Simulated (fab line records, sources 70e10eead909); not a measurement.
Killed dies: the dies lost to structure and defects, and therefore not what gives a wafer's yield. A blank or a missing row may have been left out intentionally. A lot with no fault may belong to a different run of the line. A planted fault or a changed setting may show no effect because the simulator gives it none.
Chamber matching | flow nand_harc | 4 sister chambers for NHARC_A_CONTACT_CMP_20 on cmp-04
The step polishes, t overpolish 30 s, target thk 300 nm. 16 wafers are shown with their chamber, then 8 later ones without.

## EACH WAFER AND ITS CHAMBER
wafer  | chamber | motor_current_A (A) | time_to_endpoint_s (s) | overpolish_run_s (s)
L076.1 | 1       | 12.5                | 59.4                   | 30.015
L076.2 | 3       | 14.5                | 60.0                   | 30.003
L076.3 | 0       | 15.0                | 63.5                   | 30.004
L075.3 | 1       | 12.6                | 60.6                   | 30.013
L075.4 | 3       | 14.1                | 61.6                   | 30.000
L075.6 | 0       | 15.0                | 63.7                   | 29.992
L079.2 | 0       | 15.1                | 61.6                   | 30.007
L079.3 | 1       | 12.1                | 62.0                   | 29.980
L079.5 | 3       | 13.9                | 62.9                   | 30.006
L084.1 | 1       | 12.1                | 54.5                   | 29.973
L084.3 | 3       | 14.0                | 54.1                   | 30.008
L084.4 | 2       | 12.4                | 51.3                   | 30.004
L085.2 | 0       | 14.7                | 59.6                   | 29.995
L085.3 | 1       | 12.4                | 57.3                   | 30.001
L085.4 | 2       | 13.3                | 58.3                   | 30.014
L090.1 | 2       | 13.2                | 55.2                   | 30.003

SIGNATURES (means of the wafers above)
reading            | chamber 0 | chamber 1 | chamber 2 | chamber 3 | scatter within a chamber
motor_current_A    | 14.950    | 12.340    | 12.967    | 14.125    | 0.288
time_to_endpoint_s | 62.100    | 58.760    | 54.933    | 59.650    | 3.1
overpolish_run_s   | 29.99950  | 29.99640  | 30.00700  | 30.00425  | 0.012
Rule: for a wafer and a chamber, the distance is found by dividing, reading by reading, the gap between the wafer's reading and the chamber's mean by the reading's scatter, squaring, summing and taking the root. The wafer belongs to the nearest chamber; if the next one is less than 2 further off, it can't be placed. The scatter is the square root of a quotient: the sum, over the shown wafers, of each reading's squared deviation from its chamber's mean, divided by wafers minus chambers.

## WAFERS WHOSE CHAMBER IS MISSING
wafer  | motor_current_A (A) | time_to_endpoint_s (s) | overpolish_run_s (s)
L090.4 | 15.2                | 60.6                   | 30.016
L090.5 | 12.8                | 58.4                   | 29.997
L092.3 | 13.9                | 60.0                   | 29.993
L092.5 | 13.7                | 63.0                   | 30.011
L092.6 | 13.0                | 58.9                   | 29.998
L093.1 | 14.6                | 55.5                   | 29.998
L093.2 | 12.1                | 56.0                   | 30.011
L093.3 | 12.8                | 56.1                   | 30.009

## CHAMBER TAKEN BY EACH
wafer  | from the rows above     | in truth
L090.4 | 0                       | 0
L090.5 | can't be placed: 2 or 1 | 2
L092.3 | 3                       | 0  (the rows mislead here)
L092.5 | can't be placed: 3 or 2 | 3
L092.6 | can't be placed: 2 or 1 | 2
L093.1 | can't be placed: 3 or 0 | 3
L093.2 | can't be placed: 1 or 2 | 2
L093.3 | can't be placed: 2 or 1 | 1
Correctly placed: 1 of 8. These rows do not allow placing 6 (true chamber among the candidates in 6). Number placed wrongly: 1.
